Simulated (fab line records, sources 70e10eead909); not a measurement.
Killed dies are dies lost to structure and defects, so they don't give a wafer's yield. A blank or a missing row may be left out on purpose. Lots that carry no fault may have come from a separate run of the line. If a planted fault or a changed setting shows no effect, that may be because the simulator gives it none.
Matching of chambers / flow nand-harc / rie-diel-09 running NHARC_A_BONDPAD_DESCUM_11: 4 sister chambers
The step chemistry O2, time 3 s. 22 wafers are shown with their chamber, then 11 later ones without.

EACH WAFER AND ITS CHAMBER
wafer=L167.2; chamber=1; drypump-motor-current-A (A)=6.04; oes-product-au (a.u.)=0.987; rf-vpp-V (V)=56.2
wafer=L167.3; chamber=3; drypump-motor-current-A (A)=5.41; oes-product-au (a.u.)=1.014; rf-vpp-V (V)=58.3
wafer=L167.6; chamber=0; drypump-motor-current-A (A)=5.82; oes-product-au (a.u.)=0.995; rf-vpp-V (V)=56.9
wafer=L168.1; chamber=3; drypump-motor-current-A (A)=5.44; oes-product-au (a.u.)=0.996; rf-vpp-V (V)=58.4
wafer=L168.4; chamber=2; drypump-motor-current-A (A)=5.86; oes-product-au (a.u.)=0.997; rf-vpp-V (V)=58.2
wafer=L168.5; chamber=0; drypump-motor-current-A (A)=5.79; oes-product-au (a.u.)=1.000; rf-vpp-V (V)=56.9
wafer=L166.4; chamber=1; drypump-motor-current-A (A)=6.05; oes-product-au (a.u.)=0.981; rf-vpp-V (V)=58.5
wafer=L166.5; chamber=1; drypump-motor-current-A (A)=6.06; oes-product-au (a.u.)=0.979; rf-vpp-V (V)=55.4
wafer=L166.6; chamber=0; drypump-motor-current-A (A)=5.80; oes-product-au (a.u.)=1.005; rf-vpp-V (V)=58.2
wafer=L169.2; chamber=2; drypump-motor-current-A (A)=5.86; oes-product-au (a.u.)=1.000; rf-vpp-V (V)=59.0
wafer=L169.4; chamber=3; drypump-motor-current-A (A)=5.45; oes-product-au (a.u.)=1.010; rf-vpp-V (V)=58.5
wafer=L169.5; chamber=1; drypump-motor-current-A (A)=6.03; oes-product-au (a.u.)=0.994; rf-vpp-V (V)=58.3
wafer=L170.1; chamber=0; drypump-motor-current-A (A)=5.79; oes-product-au (a.u.)=1.000; rf-vpp-V (V)=57.9
wafer=L170.4; chamber=3; drypump-motor-current-A (A)=5.46; oes-product-au (a.u.)=0.995; rf-vpp-V (V)=58.2
wafer=L170.5; chamber=0; drypump-motor-current-A (A)=5.79; oes-product-au (a.u.)=0.990; rf-vpp-V (V)=56.8
wafer=L174.1; chamber=3; drypump-motor-current-A (A)=5.43; oes-product-au (a.u.)=1.007; rf-vpp-V (V)=56.8
wafer=L174.4; chamber=1; drypump-motor-current-A (A)=6.05; oes-product-au (a.u.)=0.999; rf-vpp-V (V)=57.2
wafer=L174.6; chamber=2; drypump-motor-current-A (A)=5.86; oes-product-au (a.u.)=0.989; rf-vpp-V (V)=59.3
wafer=L175.2; chamber=3; drypump-motor-current-A (A)=5.43; oes-product-au (a.u.)=1.008; rf-vpp-V (V)=58.7
wafer=L175.3; chamber=2; drypump-motor-current-A (A)=5.88; oes-product-au (a.u.)=0.998; rf-vpp-V (V)=57.3
wafer=L175.5; chamber=3; drypump-motor-current-A (A)=5.43; oes-product-au (a.u.)=1.004; rf-vpp-V (V)=58.5
wafer=L179.4; chamber=3; drypump-motor-current-A (A)=5.43; oes-product-au (a.u.)=1.008; rf-vpp-V (V)=58.3

SIGNATURES, as means of the wafers listed above
reading=drypump-motor-current-A; chamber 0=5.7980; chamber 1=6.0460; chamber 2=5.8650; chamber 3=5.4350; scatter within a chamber=0.0131
reading=oes-product-au; chamber 0=0.99800; chamber 1=0.98800; chamber 2=0.99600; chamber 3=1.00525; scatter within a chamber=0.00666
reading=rf-vpp-V; chamber 0=57.340; chamber 1=57.120; chamber 2=58.450; chamber 3=58.212; scatter within a chamber=0.872
Rule: for each reading, subtract the chamber's mean from the wafer's reading, divide by that reading's scatter and square the result; add these up over the readings and take the root, which gives the wafer's distance from the chamber. If the next closest chamber is less than 2 further off than the closest, the wafer can't be placed; otherwise it belongs to the closest. The scatter is the square root of a quotient: the sum, over the shown wafers, of each reading's squared deviation from its chamber's mean, divided by wafers minus chambers.

WAFERS WITH NO CHAMBER GIVEN
wafer=L179.5; drypump-motor-current-A (A)=5.86; oes-product-au (a.u.)=1.002; rf-vpp-V (V)=58.0
wafer=L179.6; drypump-motor-current-A (A)=5.42; oes-product-au (a.u.)=1.015; rf-vpp-V (V)=60.6
wafer=L185.3; drypump-motor-current-A (A)=5.78; oes-product-au (a.u.)=0.984; rf-vpp-V (V)=57.3
wafer=L185.4; drypump-motor-current-A (A)=5.45; oes-product-au (a.u.)=1.016; rf-vpp-V (V)=59.7
wafer=L185.5; drypump-motor-current-A (A)=6.02; oes-product-au (a.u.)=0.995; rf-vpp-V (V)=56.3
wafer=L188.1; drypump-motor-current-A (A)=5.43; oes-product-au (a.u.)=1.007; rf-vpp-V (V)=58.7
wafer=L188.3; drypump-motor-current-A (A)=6.05; oes-product-au (a.u.)=0.990; rf-vpp-V (V)=56.3
wafer=L188.6; drypump-motor-current-A (A)=5.79; oes-product-au (a.u.)=0.979; rf-vpp-V (V)=56.9
wafer=L187.2; drypump-motor-current-A (A)=6.05; oes-product-au (a.u.)=1.002; rf-vpp-V (V)=57.6
wafer=L187.5; drypump-motor-current-A (A)=5.43; oes-product-au (a.u.)=1.006; rf-vpp-V (V)=60.0
wafer=L187.6; drypump-motor-current-A (A)=5.78; oes-product-au (a.u.)=0.986; rf-vpp-V (V)=58.4

WHICH CHAMBER EACH WENT THROUGH
wafer=L179.5; from the rows above=2; in truth=2
wafer=L179.6; from the rows above=3; in truth=3
wafer=L185.3; from the rows above=0; in truth=0
wafer=L185.4; from the rows above=3; in truth=3
wafer=L185.5; from the rows above=1; in truth=1
wafer=L188.1; from the rows above=3; in truth=3
wafer=L188.3; from the rows above=1; in truth=1
wafer=L188.6; from the rows above=0; in truth=0
wafer=L187.2; from the rows above=1; in truth=1
wafer=L187.5; from the rows above=3; in truth=3
wafer=L187.6; from the rows above=0; in truth=0
Placed correctly: 11 of 11. From these rows, 0 cannot be placed. 0 placed wrongly.
